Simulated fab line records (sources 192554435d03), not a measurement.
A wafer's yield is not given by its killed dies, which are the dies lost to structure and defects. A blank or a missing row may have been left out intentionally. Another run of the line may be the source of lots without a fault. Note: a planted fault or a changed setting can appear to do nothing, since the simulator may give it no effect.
Matching of chambers ; flow n5Finfet ; N5_HKMG_FIN_STRIP_34 on rieDiel-01 has 4 sister chambers
The step strips in CF4. 18 wafers are shown with their chamber, then 9 later ones without.

## WAFERS PAIRED WITH THEIR CHAMBERS
wafer;chamber;drypumpMotorCurrentA (A);showerheadPlenumPTorr (Torr);throttleValvePct (%)
L079.4;0;5.9;1.84;13.87
L079.5;0;5.9;1.84;13.86
L079.6;3;6.2;1.88;13.78
L081.2;1;6.1;1.75;13.77
L081.4;2;5.6;1.91;13.07
L081.6;1;6.1;1.75;13.80
L083.1;3;6.2;1.88;13.78
L083.2;1;6.1;1.75;13.79
L083.6;3;6.3;1.88;13.79
L084.1;2;5.6;1.91;13.08
L084.2;3;6.2;1.88;13.79
L084.4;1;6.1;1.75;13.80
L085.1;1;6.1;1.75;13.80
L085.2;2;5.6;1.90;13.09
L085.4;2;5.6;1.90;13.11
L089.1;3;6.2;1.87;13.84
L089.4;0;5.9;1.84;13.32
L089.6;1;6.1;1.74;13.82

SIGNATURES, as means of the wafers listed above
reading;chamber 0;chamber 1;chamber 2;chamber 3;scatter within a chamber
drypumpMotorCurrentA;5.900;6.100;5.600;6.220;0.0239
showerheadPlenumPTorr;1.8400;1.7483;1.9050;1.8780;0.00434
throttleValvePct;13.6833;13.7967;13.0875;13.7960;0.12
Rule: a wafer's distance from a chamber is the root of the sum, over the readings, of the square of ((its reading less the chamber's mean) divided by the reading's scatter). If the next closest chamber is less than 2 further off than the closest, the wafer can't be placed; otherwise it belongs to the closest. The scatter: the root of (the sum of the squares of (reading less its chamber's mean) over the shown wafers, divided by (wafers less chambers)).

## WAFERS MISSING THEIR CHAMBER
wafer;drypumpMotorCurrentA (A);showerheadPlenumPTorr (Torr);throttleValvePct (%)
L090.1;6.1;1.74;13.82
L090.2;5.9;1.84;13.31
L090.5;5.9;1.84;13.34
L096.1;6.2;1.87;13.87
L096.3;6.1;1.74;13.86
L096.5;5.9;1.84;13.36
L097.3;5.9;1.84;13.37
L097.4;6.1;1.74;13.86
L097.6;5.6;1.90;13.15

## WHICH CHAMBER EACH WENT THROUGH
wafer;from the rows above;in truth
L090.1;1;1
L090.2;0;0
L090.5;0;0
L096.1;3;3
L096.3;1;1
L096.5;0;0
L097.3;0;0
L097.4;1;1
L097.6;2;2
Correct placement for 9 of the 9. From these rows, 0 cannot be placed. Number placed wrongly: 0.
